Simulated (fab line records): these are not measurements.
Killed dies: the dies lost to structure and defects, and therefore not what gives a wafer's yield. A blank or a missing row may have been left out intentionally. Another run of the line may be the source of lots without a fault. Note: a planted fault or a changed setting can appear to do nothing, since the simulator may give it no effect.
Check of tool commonality	flow nand-harc	1 lot, 3 wafers sampled

== REASON IT WAS OPENED ==
At NHARC_END_SORT_01 the reading killed-at-periphery is flagged on 1 of 1 lot. Fault-free wafers read 5, with a standard deviation of 3.4.
Rule: a lot is flagged when every wafer of it that has a number lies more than 4 standard deviations from that mean, or none has a number. All remaining lots are regarded as sound.

lot	measured	on	killed-at-periphery, wafer by wafer	flag
L307	day 28 19:41	prober-01	644 643 634	FLAGGED
Flagged lots average 640: +635 relative to the usual, that is +99 or more standard deviations.

== TOOL THAT RAN EACH LOT ==
4 process steps preceding the reading are held in the record, out of 1302 steps in the route. Every cell lists first the tool, next ch and the chambers used by the sampled wafers, and last the start.
lot	flag	NHARC_P_ZERO_WELL_EXPOSE_21	NHARC_P_ZERO_WELL_RTA_42	NHARC_P_GATE_STRIP_108	NHARC_P_GATE_DESCUM_48
L307	FLAGGED	krf-scanner-02 ch 0, day 6 12:26	rtp-anneal-01 ch 0, day 6 16:53	no row	no row
What the steps here do:
- NHARC_P_ZERO_WELL_EXPOSE_21: exposes mask P NWELL, target cd 720 nm.
- NHARC_P_ZERO_WELL_RTA_42: time 300 s.
- NHARC_P_GATE_STRIP_108: strips in O2.
- NHARC_P_GATE_DESCUM_48: chemistry O2, time 3 s.
- NHARC_END_SORT_01

== FLAGGED AGAINST TOTAL, ONE TOOL AT A TIME (gauges that did the reading follow at the end) ==
step	tool	lots run	flagged	share of the flagged lots	sound lots run after its first flagged lot
NHARC_P_ZERO_WELL_EXPOSE_21	krf-scanner-02	1	1	all	0
NHARC_P_ZERO_WELL_RTA_42	rtp-anneal-01	1	1	all	0
NHARC_END_SORT_01	prober-01	1	1	all	0

== WHAT IS ALLOWED BY THE TABLE ==
All flagged lots were run by 3 table rows, namely krf-scanner-02 at NHARC_P_ZERO_WELL_EXPOSE_21, rtp-anneal-01 at NHARC_P_ZERO_WELL_RTA_42, prober-01 at NHARC_END_SORT_01.
- krf-scanner-02 at NHARC_P_ZERO_WELL_EXPOSE_21: 1 of its 1 lot flagged. With no sound lot run before its first flagged lot in this sample, there is nothing to narrow down the start.
- rtp-anneal-01 at NHARC_P_ZERO_WELL_RTA_42: 1 of its 1 lot flagged. With no sound lot run before its first flagged lot in this sample, there is nothing to narrow down the start.
- prober-01 at NHARC_END_SORT_01: 1 of its 1 lot flagged. With no sound lot run before its first flagged lot in this sample, there is nothing to narrow down the start.
Counting lots can't tell these 3 tools apart, because each fits a fault that began at some hour. More lots, or a look at what each step does to the wafer, might.

== WHAT THE SIMULATOR HAD PUT IN ==
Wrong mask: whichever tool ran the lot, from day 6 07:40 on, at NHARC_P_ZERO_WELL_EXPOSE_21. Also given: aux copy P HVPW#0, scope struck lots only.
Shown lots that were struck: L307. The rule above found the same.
